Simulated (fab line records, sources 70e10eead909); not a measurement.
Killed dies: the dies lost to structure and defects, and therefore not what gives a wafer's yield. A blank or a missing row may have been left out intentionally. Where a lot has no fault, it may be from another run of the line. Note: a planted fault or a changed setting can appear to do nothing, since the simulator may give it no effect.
Chamber matching	flow nand-harc	NHARC_A_STAIRCASE_ETCH_444 on rie-diel-12 has 4 sister chambers
The step etches the open film in C4F8/O2, target depth 10200 nm, time 3400 s. 14 wafers are shown with their chamber, then 7 later ones without.

## EACH WAFER AND ITS CHAMBER
wafer	chamber	rf-vpp-V (V)	oes-product-au (a.u.)
L075.1	2	813	0.924
L075.2	3	812	0.913
L075.4	1	805	0.913
L079.1	0	805	0.922
L079.4	3	813	0.923
L079.6	0	803	0.908
L082.2	2	814	0.916
L082.3	0	803	0.924
L082.5	0	803	0.905
L083.2	2	813	0.930
L083.3	3	812	0.914
L083.5	1	804	0.913
L091.1	0	802	0.945
L091.3	2	814	0.945

SIGNATURES (averages over the wafers above)
reading	chamber 0	chamber 1	chamber 2	chamber 3	scatter within a chamber
rf-vpp-V	803.20	804.50	813.50	812.33	0.835
oes-product-au	0.92080	0.91300	0.92875	0.91667	0.0123
Rule: for each reading, subtract the chamber's mean from the wafer's reading, divide by that reading's scatter and square the result; add these up over the readings and take the root, which gives the wafer's distance from the chamber. The wafer belongs to the nearest chamber; if the next one is less than 2 further off, it can't be placed. The scatter: take each reading less its chamber's mean, square it, sum over the shown wafers, divide by the number of wafers less the number of chambers, and take the root.

## WAFERS WHOSE CHAMBER IS MISSING
wafer	rf-vpp-V (V)	oes-product-au (a.u.)
L091.4	814	0.935
L090.1	814	0.975
L090.2	810	0.953
L090.6	812	0.949
L095.1	803	0.957
L095.2	802	0.937
L095.4	813	0.970

## EACH ONE'S CHAMBER
wafer	from the rows above	in truth
L091.4	can't be placed: 2 or 3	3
L090.1	can't be placed: 2 or 3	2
L090.2	can't be placed: 3 or 2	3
L090.6	can't be placed: 2 or 3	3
L095.1	can't be placed: 0 or 1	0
L095.2	can't be placed: 0 or 1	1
L095.4	can't be placed: 2 or 3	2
Correct placement for 0 of the 7. Not placeable from these rows: 7 (in 7, the candidates include the true chamber). Placed wrongly: 0.
